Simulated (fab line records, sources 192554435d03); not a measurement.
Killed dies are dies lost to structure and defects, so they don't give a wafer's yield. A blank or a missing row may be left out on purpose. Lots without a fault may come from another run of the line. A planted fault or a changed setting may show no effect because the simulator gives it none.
fab line records | flow n5_finfet
record lots=10 wafers=30 last_day=18
route steps=1938 shown BEOL_M11@1572 BEOL_M12@1616
lots that met no fault: from a run of the same line without faults
start_h: hours from the record's first day to the start of the lot's first wafer shown | wait_h: hours since the lot's step before | " the same as in the row above | L1.1+2: a row that stands for several wafers | - no value, or no start given | * or withheld: withheld | < > ~ a bound
route shown NAME@n: a module of which the file shows steps, and the number in the route of the first | usual: mean/standard deviation of fault-free wafers | same: alike in all rows | chamber/n: place in a boat | sites: the reading at each site | _std_site: their standard deviation | _edge_site: outer sites' mean less inner sites' | radius_mm: how far each site lies from the wafer's centre | mask NAME#n: copy n | behind: the tool/chamber that last shaped the wafer | hold: why the lot was held/for how many hours/how that ended | device: the transistor (n, p or np) that didn't switch | end of line: the same wafers' tests at the end of the route | a step without rows: its recipe alone | killed: dies lost to structure and defects at the first sort, not the wafer's yield | map: a wafer's dies, x killed, . not, _ none there
set.NAME: the setting as run; set.NAME@STEP: as run at that earlier step | model.NAME: the simulator's own value behind a step, which no gauge read
steps of the route over a sample of lots; a table a step, a row a wafer
services: from which hour (start_h, from the record's first day; less than 0 if before it) a tool's chamber was out of use, for how many hours, and why
## steps
# step N5_BEOL_M11_ETCH_65
# recipe chemistry=CF4 target=SiARC target_depth_a=390 mask_material=CAR-ArF time_s=65 ion_energy_ev=80 pressure_mtorr=40 source_w=545 bias_w=36 Ar_flow_sccm=100 cf4_flow_sccm=100 ends=cleared
# usual bias_w=36.01/0.096 drypump_motor_current_A=5.6/0.35 etch_rf_on_time_s=65.2/1.4 mfc_ar_sccm=100.03/0.3 oes_product_au=0.68/0.066 rf_vpp_V=184.4/1.3 showerhead_plenum_p_Torr=2.17/0.077 throttle_valve_pct=15.48/0.25
# columns lot.wafer tool chamber start_h wait_h bias_w drypump_motor_current_A etch_rf_on_time_s mfc_ar_sccm oes_product_au rf_hours_counter_h rf_vpp_V showerhead_plenum_p_Torr throttle_valve_pct
L146.3 rie_diel-06 0 239.11 0.0 36.09 5.8 65.8 99.56 0.75 56 183.7 2.08 15.60
L146.4 " 3 " " 36.16 5.3 64.4 100.22 0.71 82 186.5 2.26 15.67
L146.6 " 2 " " 35.90 5.2 65.1 99.72 0.60 - 184.2 2.13 16.03
L145.3 rie_diel-06 1 243.79 0.0 36.03 5.9 63.9 100.46 0.73 58 183.5 2.17 15.11
L145.4 " 2 " " 36.07 5.2 65.0 100.49 0.60 228 184.6 2.13 16.04
L145.6 " 3 " " 35.94 5.3 64.3 100.05 0.70 - 185.5 2.26 15.68
L151.1 rie_diel-03 0 261.39 0.0 35.95 5.2 65.4 99.89 0.69 85 184.6 2.26 15.27
L151.2 " 2 " " 36.25 5.2 66.4 100.24 0.62 188 183.8 2.04 15.31
L151.5 " 2 " " 36.07 5.2 66.1 99.71 0.62 - 183.5 2.04 15.32
L152.1 rie_diel-03 2 270.20 0.0 35.94 5.2 66.2 100.72 0.62 190 182.3 2.04 15.32
L152.4 " 1 " " 36.03 6.0 67.2 100.48 0.65 109 187.5 2.25 15.27
L152.5 " 0 " " 35.99 5.2 65.6 100.05 0.68 - 184.7 2.26 15.29
L153.1 rie_diel-03 0 277.44 0.0 36.04 5.2 65.0 100.46 0.68 90 185.0 2.26 15.28
L153.2 " 2 " " 35.84 5.2 66.2 100.50 0.61 194 183.9 2.04 15.33
L153.5 " 1 " " 36.22 6.0 67.8 99.48 0.65 - 183.7 2.24 15.28
L161.1 rie_diel-06 1 328.19 0.0 35.89 5.9 63.7 100.54 0.70 86 184.0 2.16 15.16
L161.3 " 0 " " 35.94 5.8 64.9 99.98 0.72 85 184.9 2.07 15.66
L161.4 " 2 " " 35.93 5.2 64.1 99.99 0.83 3 182.8 2.13 15.61
L164.4 rie_diel-03 0 352.30 0.0 35.87 5.2 65.2 100.05 0.66 112 187.3 2.25 15.32
L164.5 " 0 " " 36.11 5.3 65.2 99.60 0.67 - 185.5 2.25 15.32
L164.6 " 3 " " 35.98 5.8 62.9 99.95 0.77 - 183.5 2.18 15.62
L166.1 rie_diel-03 1 354.20 0.0 36.06 6.0 67.6 99.93 0.63 135 185.1 2.24 15.32
L166.2 " 0 " " 36.02 5.2 65.0 99.74 0.66 113 183.7 2.25 15.33
L166.4 " 2 " " 35.98 5.2 65.1 100.39 0.61 215 183.4 2.03 15.36
L165.2 rie_diel-01 3 354.70 0.0 36.09 6.2 66.2 100.38 0.70 99 182.0 2.08 15.48
L165.4 " 0 " " 35.93 5.2 66.8 99.92 0.58 231 184.6 2.19 15.77
L165.5 " 0 " " 36.07 5.2 66.4 100.07 0.58 - 185.4 2.19 15.78
L167.4 rie_diel-06 2 378.93 0.0 35.96 5.2 63.5 99.82 0.79 17 185.3 2.12 15.65
L167.5 " 1 " " 36.10 5.9 63.8 99.58 0.68 - 183.4 2.15 15.20
L167.6 " 2 " " 36.03 5.2 64.1 100.13 0.79 - 182.1 2.12 15.63
# step N5_BEOL_M11_ETCH_66
# recipe chemistry=N2/H2 target=SOC target_depth_a=1200 overetch_a=240 mask_material=SiARC temp_c=40 time_s=180 ion_energy_ev=200 pressure_mtorr=30 source_w=840 bias_w=150 n2_flow_sccm=200 h2_flow_sccm=200
# usual bias_w=149.9/0.48 drypump_motor_current_A=5.6/0.35 h2_flow_sccm=200.0/0.59 oes_product_au=0.64/0.058 rf_vpp_V=524.6/2.8 showerhead_plenum_p_Torr=2.57/0.093 throttle_valve_pct=17.7/0.31
# same time_s=180
# columns lot.wafer tool chamber start_h wait_h bias_w drypump_motor_current_A h2_flow_sccm oes_product_au rf_hours_counter_h rf_vpp_V showerhead_plenum_p_Torr throttle_valve_pct
L146.3 rie_diel-06 0 239.16 0.0 150.2 5.8 199.2 0.71 56 521.9 2.46 17.6
L146.4 " 3 " " 150.5 5.3 200.7 0.66 82 529.6 2.66 17.8
L146.6 " 2 " " 150.3 5.2 199.9 0.57 - 522.8 2.52 18.2
L145.3 rie_diel-06 1 243.84 0.0 149.6 5.9 199.4 0.68 58 525.5 2.57 17.3
L145.4 " 2 " " 151.2 5.2 200.1 0.56 229 522.9 2.52 18.2
L145.6 " 3 " " 150.1 5.3 200.2 0.66 - 528.2 2.66 17.8
L151.1 rie_diel-03 0 261.44 0.0 149.8 5.3 200.1 0.65 85 527.8 2.69 17.5
L151.2 " 2 " " 150.7 5.2 199.5 0.60 188 519.7 2.44 17.5
L151.5 " 2 " " 149.7 5.3 200.2 0.59 - 520.0 2.44 17.5
L152.1 rie_diel-03 2 270.25 0.0 149.9 5.2 200.1 0.59 190 520.4 2.44 17.5
L152.4 " 1 " " 150.8 6.0 200.2 0.63 109 526.1 2.67 17.4
L152.5 " 0 " " 149.7 5.2 200.2 0.65 - 529.2 2.69 17.5
L153.1 rie_diel-03 0 277.49 0.0 149.9 5.2 200.8 0.65 90 527.6 2.69 17.6
L153.2 " 2 " " 149.8 5.2 199.8 0.59 194 520.5 2.44 17.6
L153.5 " 1 " " 149.0 6.0 199.8 0.63 - 527.5 2.67 17.4
L161.1 rie_diel-06 1 328.24 0.0 149.5 5.9 200.7 0.65 87 525.7 2.56 17.3
L161.3 " 0 " " 150.4 5.7 201.0 0.69 85 520.7 2.45 17.7
L161.4 " 2 " " 149.8 5.2 198.9 0.77 3 520.6 2.51 17.8
L164.4 rie_diel-03 0 352.35 0.0 150.2 5.2 201.1 0.63 112 528.0 2.68 17.6
L164.5 " 0 " " 148.9 5.3 200.2 0.63 - 528.0 2.68 17.6
L164.6 " 3 " " 149.6 5.9 199.3 0.72 - 524.9 2.62 18.2
L166.1 rie_diel-03 1 354.25 0.0 150.1 6.0 200.5 0.61 135 526.4 2.66 17.4
L166.2 " 0 " " 150.2 5.2 200.9 0.63 113 528.6 2.68 17.6
L166.4 " 2 " " 149.1 5.2 200.6 0.58 215 520.0 2.43 17.6
L165.2 rie_diel-01 3 354.75 0.0 149.6 6.2 199.8 0.66 99 522.2 2.46 17.6
L165.4 " 0 " " 150.4 5.2 200.2 0.56 231 524.8 2.62 18.1
L165.5 " 0 " " 150.4 5.2 200.2 0.55 - 525.7 2.62 18.1
L167.4 rie_diel-06 2 378.98 0.0 150.4 5.2 201.0 0.73 17 523.0 2.50 17.8
L167.5 " 1 " " 149.9 5.9 200.2 0.64 - 524.8 2.55 17.3
L167.6 " 2 " " 149.5 5.2 200.9 0.73 - 521.6 2.50 17.8
# step N5_BEOL_M11_PRE_CLEAN_45
# recipe gas=H2/He time_s=30 temp_c=250
# usual heater_power_w=345/58
# same time_s=30
# columns lot.wafer tool chamber start_h wait_h heater_power_w
L146.3 pvd_sputter-03 - 240.81 0.0 328
L146.4 " - " " 276
L146.6 " - " " 310
L145.3 pvd_sputter-03 - 245.43 0.0 306
L145.4 " - " " 332
L145.6 " - " " 280
L151.1 pvd_sputter-03 - 262.47 0.0 276
L151.2 " - " " 331
L151.5 " - " " 336
L152.1 pvd_sputter-01 - 271.33 0.0 328
L152.4 " - " " 295
L152.5 " - " " 287
L153.1 pvd_sputter-01 - 278.91 0.0 333
L153.2 " - " " 297
L153.5 " - " " 331
L161.1 pvd_sputter-01 - 330.37 0.0 333
L161.3 " - " " 303
L161.4 " - " " 289
L164.4 pvd_sputter-02 - 354.42 0.0 417
L164.5 " - " " 413
L164.6 " - " " 369
L166.1 pvd_sputter-02 - 355.66 0.0 284
L166.2 " - " " 424
L166.4 " - " " 366
L165.2 pvd_sputter-02 - 357.96 0.0 399
L165.4 " - " " 362
L165.5 " - " " 419
L167.4 pvd_sputter-03 - 380.10 0.0 306
L167.5 " - " " 333
L167.6 " - " " 468
# step N5_BEOL_M12_ETCH_59
# recipe chemistry=N2/H2 target=BARC target_depth_a=890 overetch_a=267 time_s=67.9 ion_energy_ev=200 pressure_mtorr=30 source_w=840 bias_w=150 n2_flow_sccm=200 h2_flow_sccm=200
# usual bias_w=150.1/0.47 drypump_motor_current_A=5.4/0.38 h2_flow_sccm=200.0/0.56 oes_product_au=0.66/0.07 rf_vpp_V=523.4/3 showerhead_plenum_p_Torr=2.53/0.1 throttle_valve_pct=17.86/0.24
# same time_s=67.9
# columns lot.wafer tool chamber start_h wait_h bias_w drypump_motor_current_A h2_flow_sccm oes_product_au rf_hours_counter_h rf_vpp_V showerhead_plenum_p_Torr throttle_valve_pct
L146.3 rie_diel-04 1 243.14 0.0 150.1 5.3 200.2 0.59 234 526.4 2.60 18.04
L146.4 " 0 " " 149.5 5.9 199.1 0.60 215 519.7 2.41 18.09
L146.6 " 3 " " 150.1 5.6 200.2 0.60 - 519.9 2.41 17.91
L145.3 rie_diel-04 1 248.41 0.0 150.3 5.3 199.8 0.59 236 525.0 2.60 18.06
L145.4 " 2 " " 150.2 4.8 198.8 0.72 63 522.6 2.46 17.65
L145.6 " 3 " " 150.1 5.6 199.7 0.59 - 520.4 2.41 17.93
L151.1 rie_diel-02 2 265.43 0.0 150.2 5.9 200.0 0.60 231 524.3 2.63 18.12
L151.2 " 1 " " 150.5 5.0 200.4 0.69 65 525.0 2.57 17.58
L151.5 " 1 " " 151.0 5.0 200.7 0.71 - 524.7 2.57 17.56
L152.1 rie_diel-05 0 274.40 0.0 149.5 5.0 199.5 0.67 105 524.5 2.56 17.54
L152.4 " 3 " " 131.5 5.8 199.3 0.72 49 484.5 2.70 17.77
L152.5 " 1 " " 149.9 5.5 199.5 0.61 - 520.2 2.42 18.10
L153.1 rie_diel-05 3 282.72 0.0 130.9 5.7 199.7 0.72 52 483.4 2.70 17.77
L153.2 " 0 " " 149.7 5.0 200.9 0.66 108 525.1 2.56 17.53
L153.5 " 0 " " 150.5 4.9 199.9 0.66 - 523.9 2.56 17.53
L161.1 rie_diel-02 3 332.93 0.0 150.5 5.4 199.4 0.71 86 523.1 2.55 17.73
L161.3 " 1 " " 150.6 5.0 199.4 0.68 91 524.4 2.56 17.62
L161.4 " 3 " " 150.0 5.4 198.9 0.71 - 524.0 2.55 17.73
L164.4 rie_diel-05 3 356.85 0.0 149.7 5.7 200.1 0.69 - 527.4 2.68 17.84
L164.5 " 1 " " 150.5 5.5 199.9 0.60 - 519.0 2.40 18.16
L164.6 " 0 " " 149.8 4.9 199.2 0.64 - 524.0 2.55 17.59
L166.1 rie_diel-04 1 359.92 0.0 149.7 5.3 199.9 0.77 21 526.7 2.58 17.73
L166.2 " 2 " " 149.7 4.8 198.9 0.69 106 521.6 2.44 17.74
L166.4 " 1 " " 150.4 5.3 200.0 0.77 - 524.6 2.58 17.71
L165.2 rie_diel-05 3 360.25 0.0 150.7 5.7 201.1 0.69 83 528.5 2.68 17.83
L165.4 " 0 " " 150.3 5.0 199.7 0.64 - 523.6 2.55 17.59
L165.5 " 1 " " 149.7 5.5 199.3 0.59 - 520.0 2.40 18.18
L167.4 rie_diel-05 2 382.51 0.0 150.5 5.9 200.0 0.82 - 525.5 2.61 17.64
L167.5 " 3 " " 149.6 5.7 200.1 0.67 - 527.6 2.68 17.85
L167.6 " 0 " " 150.6 4.9 200.1 0.63 - 523.2 2.55 17.62
## services
# columns tool chamber start_h hours kind
rie_diel-06 - 215.37 0.3 repair
rie_diel-03 3 218.34 1.6 repair
rie_diel-03 - 218.39 7.2 repair
rie_diel-05 - 227.23 15.6 pm
rie_diel-03 3 231.56 - clean
rie_diel-03 3 231.56 - consumable_replace:focus_ring
rie_diel-03 3 231.56 15.0 scheduled_down
rie_diel-03 3 231.56 15.0 vent_cycle
rie_diel-06 3 248.87 4.0 repair
rie_diel-05 1 253.43 2.5 repair
rie_diel-01 1 271.31 18.5 repair
rie_diel-02 - 273.16 0.6 repair
rie_diel-05 - 278.82 0.5 repair
rie_diel-05 2 282.21 3.3 repair
rie_diel-01 2 282.41 8.8 repair
rie_diel-02 3 310.74 16.3 repair
rie_diel-04 0 330.12 3.0 repair
rie_diel-05 2 333.81 16.7 repair
rie_diel-01 - 346.57 2.8 pm
rie_diel-04 3 346.95 4.0 repair
rie_diel-06 - 363.32 2.8 pm
rie_diel-05 - 364.22 2.8 pm
rie_diel-03 - 366.81 2.8 pm
pvd_sputter-01 - 379.91 1.3 repair
## key
first_sign step=N5_BEOL_M12_ETCH_59 reading=bias_w direction=down sigmas=40 usual=* struck=*
effect step=N5_BEOL_M12_ETCH_59 reading=rf_vpp_V direction=down sigmas=13 usual=523.4 struck=484.0
met_at N5_BEOL_M12_ETCH_59
struck_lots L152,L153
struck_wafers L152.4,L153.1
not_acting_at N5_BEOL_M11_ETCH_65,N5_BEOL_M11_ETCH_66,N5_BEOL_M11_PRE_CLEAN_45
fault kind=process_parameter_drift tool=rie_diel-05 chamber=3 onset_h=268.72 steps=N5_BEOL_M12_ETCH_59 channel=bias_w offset=* shape=step end_h=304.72 acts_in=* stated=*
